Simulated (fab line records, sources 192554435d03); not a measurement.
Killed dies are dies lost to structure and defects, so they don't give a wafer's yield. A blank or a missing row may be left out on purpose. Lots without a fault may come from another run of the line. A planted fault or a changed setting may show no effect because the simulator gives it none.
A struck lot beside a sound one | flow n5_finfet | 19 steps out of a route of 1938
Sound: wafers L506.2, L506.4, L506.5. Struck: wafers L522.2, L522.3, L522.5. The cause comes at the end.
At each step with rows: each side's tool, then ch and its chambers, then its first start. Under that, the readings that differ: sound wafers | struck wafers | difference of the means | sigmas: that difference in standard deviations of wafers without a fault.
alike: readings whose means differ by less than 2 such deviations, and words and numbers that are the same on both sides. not compared: withheld readings, readings that some wafer has no value for, bounds like >300 that may hide the same value, and numbers for which the record gives no deviation and whose values overlap.
The two part at a step that has a row with sigmas, a row that says differs or no value, or rows on one side only. Numbers that don't overlap but have no deviation are shown without sigmas and don't part them. A reading that every wafer of one side lacks parts them only if that side has two wafers or more.

N5_BEOL_M5_RS_MEAS_57: measures by four-point-probe.
  sound on film_metro-02, day 11 13:12; struck on film_metro-01, day 14 19:40
  alike: M5_RS
N5_BEOL_M5_INSPECT_58: inspects for defects (darkfield).
  sound on defect_inspect-02, day 11 13:14; struck on defect_inspect-02, day 14 19:41
  alike: raw_defect_count
N5_BEOL_M6_ILD_DEP_00: deposits SiCOH lowk from DEMS/porogen, target thk 179.75 nm, time 33.4 s.
  sound on pecvd-04 ch 0,1,2, day 11 13:16; struck on pecvd-04 ch 0,1,2, day 14 19:44
  alike: heater_power_w, rf_fwd_power_W, showerhead_plenum_p_Torr, throttle_valve_pct
N5_BEOL_M6_CURE_74: cures SiCOH lowk, time 240 s.
  sound on uv_cure-03 ch 2, day 11 13:29; struck on uv_cure-02 ch 0, day 14 20:11
  alike: lamp_power_pct, wafer_temp_C_max
N5_BEOL_M6_THK_MEAS_01:
  sound on film_metro-02, day 11 14:19; struck on film_metro-02, day 14 20:37
  alike: M6_ILD_THK
N5_BEOL_M6_PECVD_70: deposits SiO2 from TEOS/O2, target thk 20 nm, time 22.7 s.
  sound on pecvd-01 ch 0,1, day 11 14:22; struck on pecvd-01 ch 1,2, day 14 20:39
  alike: heater_power_w, rf_fwd_power_W, showerhead_plenum_p_Torr, throttle_valve_pct
N5_BEOL_M6_HM_DEP_02: deposits TiN, target thk 20 nm.
  sound on pvd_sputter-03, day 11 15:18; struck on pvd_sputter-03, day 14 21:37
  alike: throttle_valve_pct
then, 5 steps without rows for these wafers: N5_BEOL_M6_COAT_59 (time 60 s, resist thk 100 nm); N5_BEOL_M6_COAT_60 (time 60 s, resist thk 35 nm); N5_BEOL_M6_COAT_05 (resist thk 90 nm); N5_BEOL_M6_EBR_07; N5_BEOL_M6_SOFTBAKE_06 (time 60 s).
N5_BEOL_M6_EXPOSE_08: exposes mask M6.
  sound on arfi_scanner-01 ch 0, day 11 15:41; struck on arfi_scanner-03 ch 0, day 14 22:04
  reading                         | sound       | struck         | difference | sigmas
  model.BEOL_M6.overlay_x_nm (nm) | 0.4 0.4 0.4 | 12.8 12.8 12.8 | +12.4      |
  alike: mask, stage_vel_mm_s
then, 2 steps without rows for these wafers: N5_BEOL_M6_PEB_09 (peb time 60 s); N5_BEOL_M6_DEVELOP_10 (develop time 30 s).
N5_BEOL_M6_CD_MEAS_11: target cd 38.5 nm.
  sound on cd_sem-01 ch 0, day 11 15:48; struck on cd_sem-02 ch 0, day 14 22:11
  alike: cd_nm
N5_BEOL_M6_OVL_MEAS_12:
  sound on overlay-02 ch 0, day 11 15:50; struck on overlay-01 ch 0, day 14 22:13
  reading     | sound       | struck         | difference | sigmas
  M6_OVL (nm) | 0.4 0.3 0.3 | 12.9 13.1 13.4 | +12.8      | +17
N5_BEOL_M6_INSPECT_13: inspects for defects (brightfield).
  sound on defect_inspect-02, day 11 15:51; struck on defect_inspect-01, day 14 22:14
  alike: raw_defect_count
-- the record jumps here: 4 days lie between the struck wafers' starts before and after (it left off in module BEOL_M6 and takes up again in module PASSIVATION, whose first step shown is number 1936 of the route) --
N5_PASSIVATION_PROBE_49:
  the record has rows for the struck wafers here (prober-02, day 19 01:49) and none for the sound ones

WHERE THEY PART
First at N5_BEOL_M6_OVL_MEAS_12; last, within this record, at N5_PASSIVATION_PROBE_49.

WHY: what the simulator had put in
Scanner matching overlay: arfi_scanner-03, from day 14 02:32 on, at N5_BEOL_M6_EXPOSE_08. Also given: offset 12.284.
